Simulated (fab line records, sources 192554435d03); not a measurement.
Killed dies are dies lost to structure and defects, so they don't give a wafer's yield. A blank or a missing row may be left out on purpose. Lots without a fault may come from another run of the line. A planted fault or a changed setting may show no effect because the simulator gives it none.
Split-lot experiment | flow n5_finfet | 7 lots, 21 wafers read, on a route of 1938 steps

THE SPLIT
At N5_HKMG_FIN_ETCH_55 (etches SOC in N2/H2, target depth 240 nm, time 300 s), the setting bias_w was moved away from the recipe's 150 W on 7 of the 21 wafers read, by -6.7% to +16.3%. The other wafers ran this setting at the recipe's value.

The reading is taken at the split's own step.

THE READING
rf_vpp_V, in V, at N5_HKMG_FIN_ETCH_55 (etches SOC in N2/H2, target depth 240 nm, time 300 s). Fault-free wafers of this fab line usually give 522.9 V, standard deviation 1.2 V.

wafer  | tool, chamber at the split | bias_w as run, W | against the recipe | rf_vpp_V, V | against lot-mates on the recipe
L078.3 | rie_diel-05, 2             | 150              | recipe             | 521.1       | -
L078.5 | rie_diel-05, 1             | 150              | recipe             | 522.1       | -
L078.6 | rie_diel-05, 0             | 150              | recipe             | 523.2       | -
L079.1 | rie_diel-01, 1             | 162.5            | +8.3%              | 549.9       | +28.1
L079.2 | rie_diel-01, 2             | 150              | recipe             | 521.8       | -
L079.3 | rie_diel-01, 3             | 162.5            | +8.3%              | 549.7       | +27.9
L084.2 | rie_diel-05, 0             | 157.8            | +5.2%              | 540.5       | +16.1
L084.3 | rie_diel-05, 3             | 150              | recipe             | 524.4       | -
L084.4 | rie_diel-05, 1             | 157.8            | +5.2%              | 539.1       | +14.7
L086.1 | rie_diel-01, 1             | 150              | recipe             | 522.9       | -
L086.5 | rie_diel-01, 1             | 150              | recipe             | 523.3       | -
L086.6 | rie_diel-01, 0             | 150              | recipe             | 522.4       | -
L089.2 | rie_diel-02, 2             | 150              | recipe             | 523.8       | -
L089.5 | rie_diel-02, 3             | 150              | recipe             | 523.8       | -
L089.6 | rie_diel-02, 2             | 150              | recipe             | 524.5       | -
L092.2 | rie_diel-02, 2             | 150              | recipe             | 523.9       | -
L092.3 | rie_diel-02, 0             | 174.5            | +16.3%             | 575.0       | +51.5
L092.6 | rie_diel-02, 1             | 150              | recipe             | 523.1       | -
L094.2 | rie_diel-01, 1             | 140              | -6.7%              | 499.7       | -23.2
L094.5 | rie_diel-01, 0             | 140              | -6.7%              | 499.2       | -23.7
L094.6 | rie_diel-01, 3             | 150              | recipe             | 522.9       | -

THE FIT
A straight line over all 21 wafers: rf_vpp_V changes by +3.27 V for each +1% of bias_w; r = +1.00; the points scatter about the line by 1.1 V.
The same after taking each lot's own level away (the mean of its wafers on the recipe; 21 wafers): +3.26 V for each +1%; r = +1.00; scatter 0.96 V.
On that fit, the largest move of bias_w shifts the reading by 53 V.
The lots' own levels span 521.80 to 524.40 V, that is 2.2 times the standard deviation above.
So the lot-to-lot level changes the slope little: the two slopes agree.
Check: with one of the wafers moved furthest among these (+16.3%) left out of the fit, the line predicts +54.4 V for it against its lot-mates. It came out at +51.5 V against them.
Tool readings at the split's step, against how far the setting was moved: rf_vpp_V r = +1.00.

OTHER SPLITS ON THESE WAFERS
These wafers also went through other splits before the reading. Each is held against what the fit with the lots' levels taken away leaves over:
other split on the same wafers   | wafers away from the commonest value | r with rf_vpp_V (lot level and that fit taken away)
N5_SD_EPI_P_PEB_07 peb_time_s    | 5                                    | +0.08
N5_HKMG_FIN_HK_ALD_01 ald_cycles | 8                                    | +0.26
N5_HKMG_FIN_COAT_43 spin_rpm     | 8                                    | -0.22

THE WHOLE CHAIN: every reading that the file lists as answering this split, in the file's order
step                | what it does                                         | reading                                                                           | change (the file's fit)               | r (the file's)
N5_HKMG_FIN_ETCH_55 | etches SOC in N2/H2, target depth 240 nm, time 300 s | rf_vpp_V                                                                          | +3.21 V for each +1% of the setting   | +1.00
N5_HKMG_FIN_ETCH_55 | etches SOC in N2/H2, target depth 240 nm, time 300 s | SiARC_of_HKMG_FIN_COAT_42.thk_nm (the simulator's own value, which no gauge read) | -0.188 nm for each +1% of the setting | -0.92

THE FILE'S OWN FIT
rf_vpp_V changes by +3.21 V for each +1% of bias_w, r = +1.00.
